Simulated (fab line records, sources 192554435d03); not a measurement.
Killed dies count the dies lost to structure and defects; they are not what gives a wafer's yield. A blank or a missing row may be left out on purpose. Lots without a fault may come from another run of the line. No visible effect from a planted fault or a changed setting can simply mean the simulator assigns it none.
Split-lot experiment    flow n5 finfet    39 wafers read across 7 lots, on a route 1938 steps long

THE SPLIT
At N5_MIM_TOP_ETCH_PECVD_03 (deposits SiNx from SiH4/NH3/N2, target thk 20 nm, time 17.6 s), the setting time s was moved away from the recipe's 17.6 s on 15 of the 39 wafers read, by -43.3% to +58.9%. All remaining wafers had this setting at the recipe value.

Reading taken at the split's own step.

THE READING
SiNx_of_MIM_TOP_ETCH_PECVD_03.thk nm (the simulator's own value, which no gauge read), in nm, at N5_MIM_TOP_ETCH_PECVD_03 (deposits SiNx from SiH4/NH3/N2, target thk 20 nm, time 17.6 s). There is no usual value for it anywhere in the file. Here, 24 wafers ran the recipe; their average is 19.9 nm with a standard deviation of 0.36 nm.

wafer   tool, chamber at the split  time s as run, s  against the recipe  SiNx_of_MIM_TOP_ETCH_PECVD_03.thk nm, nm  against lot-mates on the recipe
L081.1  pecvd-02, 1                 9.978             -43.3%              10.8                                      -8.9
L081.2  pecvd-02, 2                 9.978             -43.3%              10.6                                      -9.1
L081.3  pecvd-02, 0                 17.6              recipe              19.8                                      -
L081.4  pecvd-02, 2,1               17.6              recipe              19.6                                      -
L081.5  pecvd-02, 2,1               17.6              recipe              19.6                                      -
L081.6  pecvd-02, 0                 9.978             -43.3%              11.4                                      -8.3
L082.1  pecvd-03, 0                 17.6              recipe              19.4                                      -
L082.2  pecvd-03, 2,1,1             17.6              recipe              19.8                                      -
L082.3  pecvd-03, 2,1,1             17.6              recipe              19.8                                      -
L082.6  pecvd-03, 2,1,1             17.6              recipe              19.8                                      -
L082.4  pecvd-03, 2                 17.6              recipe              20.2                                      -
L082.5  pecvd-03, 0                 17.6              recipe              20                                        -
L084.1  pecvd-04, 1                 17.6              recipe              20.4                                      -
L084.2  pecvd-04, 2,0               12.57             -28.6%              14.6                                      -6.0
L084.4  pecvd-04, 2,0               12.57             -28.6%              14.6                                      -6.0
L084.3  pecvd-04, 0                 12.57             -28.6%              14.8                                      -5.8
L084.5  pecvd-04, 2                 17.6              recipe              20.6                                      -
L084.6  pecvd-04, 1                 17.6              recipe              20.8                                      -
L083.1  pecvd-04, 1                 17.6              recipe              20.2                                      -
L083.2  pecvd-04, 2                 17.6              recipe              20                                        -
L083.3  pecvd-04, 0                 25.35             +44.0%              28.8                                      +8.6
L083.4  pecvd-04, 2                 17.6              recipe              20.4                                      -
L083.5  pecvd-04, 1                 25.35             +44.0%              29.2                                      +9.0
L083.6  pecvd-04, 0                 25.35             +44.0%              29                                        +8.8
L079.1  pecvd-03, 0,1               17.6              recipe              19.6                                      -
L079.3  pecvd-03, 0,1               17.6              recipe              19.6                                      -
L079.2  pecvd-03, 2                 27.42             +55.8%              31                                        +11.1
L079.4  pecvd-03, 2                 27.42             +55.8%              31.4                                      +11.5
L079.5  pecvd-03, 1                 17.6              recipe              20.4                                      -
L079.6  pecvd-03, 0                 27.42             +55.8%              31.2                                      +11.3
L086.1  pecvd-02, 1                 17.6              recipe              19.6                                      -
L086.5  pecvd-02, 1                 17.6              recipe              20                                        -
L086.6  pecvd-02, 2                 17.6              recipe              19.8                                      -
L093.1  pecvd-04, 2,1               27.96             +58.9%              31.4                                      +11.6
L093.3  pecvd-04, 2,1               27.96             +58.9%              31.4                                      +11.6
L093.2  pecvd-04, 0                 17.6              recipe              19.6                                      -
L093.4  pecvd-04, 2                 27.96             +58.9%              32                                        +12.2
L093.5  pecvd-04, 1                 17.6              recipe              19.8                                      -
L093.6  pecvd-04, 0                 17.6              recipe              20                                        -
The file does not say which wafer passed through which chamber wherever a row lists several chambers: such a row stands for several wafers.

THE FIT
A straight line over all 39 wafers: SiNx_of_MIM_TOP_ETCH_PECVD_03.thk nm changes by +0.201 nm for each +1% of time s; r = +1.00; the points scatter about the line by 0.37 nm.
The same after taking each lot's own level away (the mean of its wafers on the recipe; 39 wafers): +0.202 nm for each +1%; r = +1.00; scatter 0.23 nm.
The reading moves by 12 nm for the largest change in time s, on that fit.
Across the lots, their own levels run from 19.67 to 20.60 nm, a range of 2.6 times the standard deviation given above.
Consequently the slope shifts little with the lot-to-lot level, the two slopes agreeing.
Check: for one of the wafers moved furthest among these (+58.9%), held out of the fit, the line's prediction against its lot-mates is +11.9 nm. It came out at +11.6 nm against them.

ADDITIONAL SPLITS CARRIED BY THESE WAFERS
Before the reading, these wafers also passed through other splits. Each is held against what the fit with the lots' levels taken away leaves over:
other split on the same wafers       wafers away from the commonest value  r with SiNx_of_MIM_TOP_ETCH_PECVD_03.thk nm (lot level and that fit taken away)
N5_BEOL_M10_ETCH_62 time s           15                                    +0.06
N5_BEOL_M11_ETCH_66 time s           12                                    -0.30
N5_BEOL_M13_SPUTTER_44 target thk a  12                                    +0.05

FILE'S OWN FIT
SiNx_of_MIM_TOP_ETCH_PECVD_03.thk nm changes by +0.202 nm for each +1% of time s, r = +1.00.
